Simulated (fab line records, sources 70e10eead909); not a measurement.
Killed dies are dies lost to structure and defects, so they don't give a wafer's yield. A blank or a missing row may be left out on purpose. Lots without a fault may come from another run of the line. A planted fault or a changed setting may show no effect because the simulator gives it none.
Which tool did it? | flow nand_harc | 23 lots, 69 wafers sampled, at 4 steps of a route of 1302

WHAT THE GAUGES READ, wafer by wafer
NHARC_P_STI_CD_MEAS_16.
lot  | measured     | on        | cd_nm (nm)
L074 | day 2 19:22  | cd_sem-02 | 199 198 196
L075 | day 3 07:42  | cd_sem-01 | 196 200 196
L076 | day 3 15:06  | cd_sem-01 | 197 197 196
L077 | day 4 01:15  | cd_sem-03 | 199 202 198
L078 | day 4 12:53  | cd_sem-02 | 205 200 206
L079 | day 5 01:34  | cd_sem-03 | 204 202 205
L080 | day 5 10:53  | cd_sem-01 | 204 201 202
L081 | day 5 16:56  | cd_sem-03 | 203 204 206
L082 | day 6 04:26  | cd_sem-02 | 200 203 202
L083 | day 6 15:17  | cd_sem-01 | 201 205 200
L084 | day 7 03:26  | cd_sem-01 | 197 199 197
L085 | day 7 15:18  | cd_sem-01 | 198 197 203
L086 | day 7 21:00  | cd_sem-03 | 198 198 200
L087 | day 8 05:32  | cd_sem-03 | 197 195 195
L089 | day 9 02:10  | cd_sem-03 | 204 203 206
L090 | day 9 11:06  | cd_sem-02 | 200 201 200
L091 | day 9 21:22  | cd_sem-02 | 198 202 204
L092 | day 10 07:38 | cd_sem-01 | 199 195 199
L093 | day 10 17:54 | cd_sem-03 | 198 197 197
L094 | day 11 03:38 | cd_sem-01 | 197 196 196
L095 | day 11 14:34 | cd_sem-02 | 199 201 195
L096 | day 11 23:25 | cd_sem-03 | 198 195 192
L097 | day 12 10:35 | cd_sem-02 | 200 196 204

WHICH TOOL RAN EACH LOT (tool, then ch and the chambers of the sampled wafers, then the start)
lot  | NHARC_P_ZERO_WELL_DESCUM_54        | NHARC_P_STI_DESCUM_14              | NHARC_P_STI_ETCH_15
L074 | rie_diel-04 ch 0,2,3, day 2 01:51  | rie_diel-05 ch 0,2,3, day 2 18:57  | rie_si-06 ch 2,3, day 2 19:13
L075 | rie_diel-12 ch 0,1,3, day 2 12:00  | rie_diel-13 ch 1,2,3, day 3 07:16  | rie_si-04 ch 1,2,3, day 3 07:33
L076 | rie_diel-04 ch 2,3, day 2 21:54    | rie_diel-05 ch 2,3, day 3 14:39    | rie_si-05 ch 0,2,3, day 3 14:58
L077 | rie_diel-04 ch 0,1,2, day 3 07:53  | rie_diel-05 ch 0,2,3, day 4 00:49  | rie_si-04 ch 1,3, day 4 01:06
L078 | rie_diel-04 ch 1,2, day 3 18:02    | rie_diel-10 ch 1,3, day 4 12:28    | rie_si-04 ch 0,2,3, day 4 12:44
L079 | rie_diel-12 ch 0,1,3, day 4 05:53  | rie_diel-13 ch 1,2,3, day 5 01:08  | rie_si-05 ch 1,2,3, day 5 01:25
L080 | rie_diel-01 ch 0,1,2, day 4 13:44  | rie_diel-05 ch 0,1,2, day 5 10:28  | rie_si-05 ch 0,2,3, day 5 10:45
L081 | rie_diel-01 ch 1,2,3, day 4 23:47  | rie_diel-05 ch 1,3, day 5 16:29    | rie_si-04 ch 0,2,3, day 5 16:47
L082 | rie_diel-04 ch 0,1,3, day 5 10:01  | rie_diel-10 ch 0,2, day 6 04:01    | rie_si-04 ch 2,3, day 6 04:17
L083 | rie_diel-04 ch 0,2, day 5 19:47    | rie_diel-13 ch 0,1, day 6 14:49    | rie_si-06 ch 1,2, day 6 15:05
L084 | rie_diel-12 ch 2,3, day 6 06:03    | rie_diel-05 ch 0,3, day 7 03:00    | rie_si-05 ch 2,3, day 7 03:17
L085 | rie_diel-12 ch 0,3, day 6 15:56    | rie_diel-05 ch 1,2,3, day 7 14:50  | rie_si-05 ch 0,2, day 7 15:09
L086 | rie_diel-04 ch 1,2, day 7 01:57    | rie_diel-10 ch 2,3, day 7 20:34    | rie_si-06 ch 0,1,2, day 7 20:51
L087 | rie_diel-12 ch 0,1, day 7 12:02    | rie_diel-05 ch 1,3, day 8 05:04    | rie_si-05 ch 0,3, day 8 05:22
L089 | rie_diel-04 ch 0,2,3, day 8 08:11  | rie_diel-05 ch 0,2,3, day 9 01:44  | rie_si-06 ch 1,2,3, day 9 02:02
L090 | rie_diel-12 ch 1,2,3, day 8 18:13  | rie_diel-05 ch 0,1,3, day 9 10:38  | rie_si-04 ch 0,2,3, day 9 10:54
L091 | rie_diel-01 ch 0,1, day 9 04:05    | rie_diel-13 ch 0,1,2, day 9 20:57  | rie_si-05 ch 0,1, day 9 21:12
L092 | rie_diel-01 ch 0,1, day 9 14:29    | rie_diel-13 ch 0,1, day 10 07:10   | rie_si-05 ch 1,2,3, day 10 07:30
L093 | rie_diel-01 ch 0,2,3, day 10 00:14 | rie_diel-10 ch 0,1,2, day 10 17:29 | rie_si-05 ch 0,3, day 10 17:44
L094 | rie_diel-04 ch 0,1, day 10 10:05   | rie_diel-13 ch 0,1,2, day 11 03:11 | rie_si-06 ch 1,2,3, day 11 03:29
L095 | rie_diel-12 ch 0,1, day 10 20:02   | rie_diel-05 ch 0,3, day 11 14:07   | rie_si-05 ch 0,2,3, day 11 14:24
L096 | rie_diel-01 ch 0,1,3, day 11 06:31 | rie_diel-13 ch 1,2,3, day 11 23:00 | rie_si-04 ch 0,1,2, day 11 23:17
L097 | rie_diel-12 ch 0,2,3, day 11 15:49 | rie_diel-05 ch 0,2, day 12 10:07   | rie_si-05 ch 0,2,3, day 12 10:25
- NHARC_P_ZERO_WELL_DESCUM_54: chemistry O2, time 3 s.
- NHARC_P_STI_DESCUM_14: chemistry O2, time 3 s.
- NHARC_P_STI_ETCH_15: etches the open film in HBr/Cl2, target depth 300 nm, time 100.1 s.

WHAT THE TOOLS THEMSELVES READ (means of the sampled wafers that have a number; where no wafer has one, the mark that the record gives instead)
NHARC_P_ZERO_WELL_DESCUM_54.
lot  | tool        | drypump_motor_current_A (A) | oes_product_au (a.u.) | rf_vpp_V (V) | showerhead_plenum_p_Torr (Torr) | throttle_valve_pct (%)
L074 | rie_diel-04 | 5.8                         | 1.005                 | 57.4         | 1.80                            | 11.311
L075 | rie_diel-12 | 5.9                         | 0.998                 | 57.8         | 1.94                            | 11.309
L076 | rie_diel-04 | 5.3                         | 1.005                 | 57.7         | 1.78                            | 11.307
L077 | rie_diel-04 | 5.9                         | 1.015                 | 57.3         | 1.83                            | 11.318
L078 | rie_diel-04 | 5.5                         | 1.004                 | 57.6         | 1.88                            | 11.325
L079 | rie_diel-12 | 5.9                         | 0.991                 | 57.4         | 1.94                            | 11.313
L080 | rie_diel-01 | 5.7                         | 1.002                 | 58.3         | 1.98                            | 11.317
L081 | rie_diel-01 | 5.8                         | 1.000                 | 58.5         | 1.93                            | 11.308
L082 | rie_diel-04 | 6.0                         | 1.000                 | 57.3         | 1.84                            | 11.311
L083 | rie_diel-04 | 6.2                         | 1.013                 | 56.6         | 1.79                            | 11.315
L084 | rie_diel-12 | 5.4                         | 1.003                 | 57.4         | 1.93                            | 11.322
L085 | rie_diel-12 | 6.1                         | 0.998                 | 56.8         | 1.84                            | 11.306
L086 | rie_diel-04 | 5.6                         | 1.004                 | 56.8         | 1.87                            | 11.315
L087 | rie_diel-12 | 6.1                         | 1.001                 | 57.9         | 1.86                            | 11.305
L089 | rie_diel-04 | 5.8                         | 1.003                 | 57.2         | 1.78                            | 11.303
L090 | rie_diel-12 | 5.6                         | 1.004                 | 58.9         | 1.97                            | 11.311
L091 | rie_diel-01 | 5.6                         | 1.004                 | 58.4         | 1.99                            | 11.310
L092 | rie_diel-01 | 5.6                         | 1.000                 | 58.1         | 1.99                            | 11.310
L093 | rie_diel-01 | 5.8                         | 0.999                 | 58.8         | 1.90                            | 11.315
L094 | rie_diel-04 | 6.4                         | 1.018                 | 57.6         | 1.83                            | 11.310
L095 | rie_diel-12 | 6.1                         | 1.008                 | 57.5         | 1.85                            | 11.309
L096 | rie_diel-01 | 5.6                         | 0.991                 | 57.6         | 1.93                            | 11.313
L097 | rie_diel-12 | 5.7                         | 1.004                 | 57.4         | 1.87                            | 11.315

NHARC_P_STI_DESCUM_14.
lot  | tool        | drypump_motor_current_A (A) | oes_product_au (a.u.) | rf_vpp_V (V) | showerhead_plenum_p_Torr (Torr) | throttle_valve_pct (%)
L074 | rie_diel-05 | 5.3                         | 0.993                 | 57.4         | 1.91                            | 11.313
L075 | rie_diel-13 | 5.6                         | 0.994                 | 57.7         | 1.95                            | 11.313
L076 | rie_diel-05 | 5.4                         | 1.000                 | 56.9         | 1.88                            | 11.319
L077 | rie_diel-05 | 5.3                         | 1.003                 | 57.9         | 1.91                            | 11.308
L078 | rie_diel-10 | 5.7                         | 0.997                 | 58.4         | 1.96                            | 11.310
L079 | rie_diel-13 | 5.6                         | 1.006                 | 57.8         | 1.95                            | 11.316
L080 | rie_diel-05 | 5.6                         | 1.005                 | 58.7         | 1.87                            | 11.321
L081 | rie_diel-05 | 6.2                         | 1.002                 | 57.6         | 1.84                            | 11.316
L082 | rie_diel-10 | 6.0                         | 0.998                 | 58.5         | 1.86                            | 11.308
L083 | rie_diel-13 | 6.2                         | 0.997                 | 57.3         | 1.91                            | 11.314
L084 | rie_diel-05 | 5.2                         | 1.001                 | 58.1         | 1.92                            | 11.313
L085 | rie_diel-05 | 5.8                         | 1.000                 | 58.1         | 1.86                            | 11.303
L086 | rie_diel-10 | 6.1                         | 0.995                 | 57.0         | 1.93                            | 11.315
L087 | rie_diel-05 | 6.0                         | 1.009                 | 57.7         | 1.87                            | 11.305
L089 | rie_diel-05 | 5.3                         | 1.003                 | 57.6         | 1.90                            | 11.315
L090 | rie_diel-05 | 5.7                         | 1.004                 | 58.1         | 1.88                            | 11.307
L091 | rie_diel-13 | 5.7                         | 0.997                 | 57.3         | 1.91                            | 11.311
L092 | rie_diel-13 | 6.2                         | 1.001                 | 57.4         | 1.91                            | 11.312
L093 | rie_diel-10 | 5.8                         | 0.994                 | 57.6         | 1.89                            | 11.299
L094 | rie_diel-13 | 5.7                         | 1.001                 | 58.2         | 1.91                            | 11.321
L095 | rie_diel-05 | 5.5                         | 1.003                 | 57.7         | 1.92                            | 11.309
L096 | rie_diel-13 | 5.5                         | 1.001                 | 58.2         | 1.95                            | 11.319
L097 | rie_diel-05 | 5.1                         | 1.004                 | 57.7         | 1.90                            | 11.319

NHARC_P_STI_ETCH_15.
lot  | tool      | drypump_motor_current_A (A) | oes_product_au (a.u.) | throttle_valve_pct (%)
L074 | rie_si-06 | 5.33                        | 0.996                 | 26.401
L075 | rie_si-04 | 5.90                        | 1.001                 | 26.405
L076 | rie_si-05 | 5.67                        | 1.000                 | 26.400
L077 | rie_si-04 | 5.96                        | 0.997                 | 26.407
L078 | rie_si-04 | 5.93                        | 1.004                 | 26.414
L079 | rie_si-05 | 5.81                        | 1.000                 | 26.410
L080 | rie_si-05 | 5.67                        | 0.992                 | 26.404
L081 | rie_si-04 | 5.95                        | 1.005                 | 26.398
L082 | rie_si-04 | 6.08                        | 0.998                 | 26.415
L083 | rie_si-06 | 5.75                        | 0.995                 | 26.400
L084 | rie_si-05 | 5.88                        | 1.007                 | 26.393
L085 | rie_si-05 | 5.46                        | 1.002                 | 26.406
L086 | rie_si-06 | 5.89                        | 0.999                 | 26.411
L087 | rie_si-05 | 5.75                        | 1.003                 | 26.408
L089 | rie_si-06 | 5.56                        | 0.989                 | 26.406
L090 | rie_si-04 | 5.96                        | 0.994                 | 26.414
L091 | rie_si-05 | 5.45                        | 0.997                 | 26.400
L092 | rie_si-05 | 5.81                        | 1.004                 | 26.410
L093 | rie_si-05 | 5.53                        | 1.005                 | 26.394
L094 | rie_si-06 | 5.55                        | 0.999                 | 26.402
L095 | rie_si-05 | 5.68                        | 1.003                 | 26.405
L096 | rie_si-04 | 5.75                        | 1.001                 | 26.397
L097 | rie_si-05 | 5.67                        | 1.007                 | 26.400

THE ANSWER, worked out from the rows above alone
Rule: what is usual is taken from the lots themselves. Put in order of their means at a reading, lots are off if they are a third of the lots or fewer, leave a main group of 4 or more, and stand apart from it by a gap of 3 or more times the standard deviation of the main group's means; of several such gaps the widest counts. A main group whose means are all the same, to the digits that the tables above print for the reading, isn't used. A lot without any number at a reading at which 4 lots or more have one is off too. The other lots that the step has rows for count as sound. The gauges are gone through in route order, then the tools' own readings, and for those a lot's mean is taken as printed above. The first step at which some lot is off is used, and at that step the reading that is off furthest; a lot without a number counts as furthest.
No lot is off at any reading shown: from this, nothing can be told.

WHAT THE SIMULATOR HAD PUT IN
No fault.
